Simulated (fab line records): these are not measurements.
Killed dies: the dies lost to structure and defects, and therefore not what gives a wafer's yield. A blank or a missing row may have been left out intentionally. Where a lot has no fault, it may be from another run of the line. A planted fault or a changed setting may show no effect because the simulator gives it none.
A single fault, viewed from 2 desks | flow n5 finfet | every desk sees just its own numbers, and what lay behind them comes last

## FOR THE TOOL OWNER'S DESK: ald sin-03
The tool's own readings at N5_MOL_CONTACT_COAG_ALD_27 (deposits SiOC, target thk 17 nm, pulse time 1.5 s, time 2720 s): means of the sampled wafers that have a number, for each lot that ran on this tool. A lot is out of limits, marked OUT, if its mean lies more than 4 standard deviations from the usual mean; the brackets give that distance.
Columns: A = heater power w at N5_MOL_CONTACT_COAG_ALD_27, usual 825 W; B = precursor pulse height rel at N5_MOL_CONTACT_COAG_ALD_27, usual 1.000; C = run length s at N5_MOL_CONTACT_COAG_ALD_27, usual 2769.7 s
lot  | first seen here | A   | B     | C
L686 | day 5 03:33     | 883 | 1.012 | 2769.5
L693 | day 6 19:38     | 854 | 0.983 | 1857.4 (-99 or more) OUT
L694 | day 7 00:58     | 871 | 0.997 | 1857.5 (-99 or more) OUT
L697 | day 7 21:32     | 858 | 1.003 | 2313.7 (-99 or more) OUT
This desk's finding: out of limits on L693, L694, L697; first on L693, day 6 19:38 (run length s at N5_MOL_CONTACT_COAG_ALD_27). L686 stayed within limits.

## METROLOGY DESK
Means of the sampled wafers that have a number, per lot and without regard to the tool the lot ran on: this is what the gauges read. A lot is out of limits, marked OUT, if its mean lies more than 4 standard deviations from the usual mean; the brackets give that distance. Only the readings that lie furthest out on some lot appear, 7 of the 10 it has.
Columns: A = DIBL_N at N5_BEOL_M4_RC_MEAS_101, usual 36.5 mV/V; B = DIBL_P at N5_BEOL_M4_RC_MEAS_101, usual 36.5 mV/V; C = IOFF_N at N5_BEOL_M4_RC_MEAS_101, usual 0.163 nA/um; D = IOFF_P at N5_BEOL_M4_RC_MEAS_101, usual 0.219 nA/um; E = ION_P at N5_BEOL_M4_RC_MEAS_101, usual 464 uA/um; F = SS_N at N5_BEOL_M4_RC_MEAS_101, usual 71.5 mV/dec; G = VT_P at N5_BEOL_M4_RC_MEAS_101, usual -250 mV
lot  | first seen here | A    | B    | C     | D     | E   | F    | G
L686 | day 7 20:59     | 36.9 | 36.6 | 0.156 | 0.203 | 462 | 71.5 | -249
L689 | day 9 04:06     | 35.4 | 36.9 | 0.147 | 0.200 | 460 | 71.3 | -253
L693 | day 9 21:19     | 36.3 | 35.9 | 0.166 | 0.195 | 457 | 71.4 | -251
L694 | day 9 22:42     | 35.1 | 34.3 | 0.138 | 0.223 | 468 | 71.5 | -247
L697 | day 10 15:59    | 36.6 | 37.5 | 0.177 | 0.260 | 469 | 71.1 | -246
L698 | day 11 08:19    | 35.5 | 34.9 | 0.155 | 0.226 | 470 | 71.4 | -248
L702 | day 11 22:12    | 34.9 | 34.7 | 0.137 | 0.195 | 460 | 70.8 | -251
L708 | day 13 22:22    | 34.7 | 36.4 | 0.149 | 0.210 | 468 | 71.5 | -249
Finding of this desk: none of the 8 lots has anything out of limits.

## BROUGHT TOGETHER
On L693, L694, L697, at day 6 19:38, an alarm was possible from the tool owner's desk.
From the metrology desk's view, nothing was out of limits.
The metrology desk has L693, L694, L697 on record, within its limits.
N5_MOL_CONTACT_COAG_ALD_27 was run on ald sin-03 by each of the lots named.

## WHAT THE SIMULATOR HAD INSERTED
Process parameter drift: ald sin-03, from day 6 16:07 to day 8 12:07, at N5_MOL_CONTACT_COAG_ALD_27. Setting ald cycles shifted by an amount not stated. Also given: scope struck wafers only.
Struck lots among those shown: L693, L694, L697.
Each desk's first reading out of limits, in hours after the fault started: the tool owner's desk, 4.
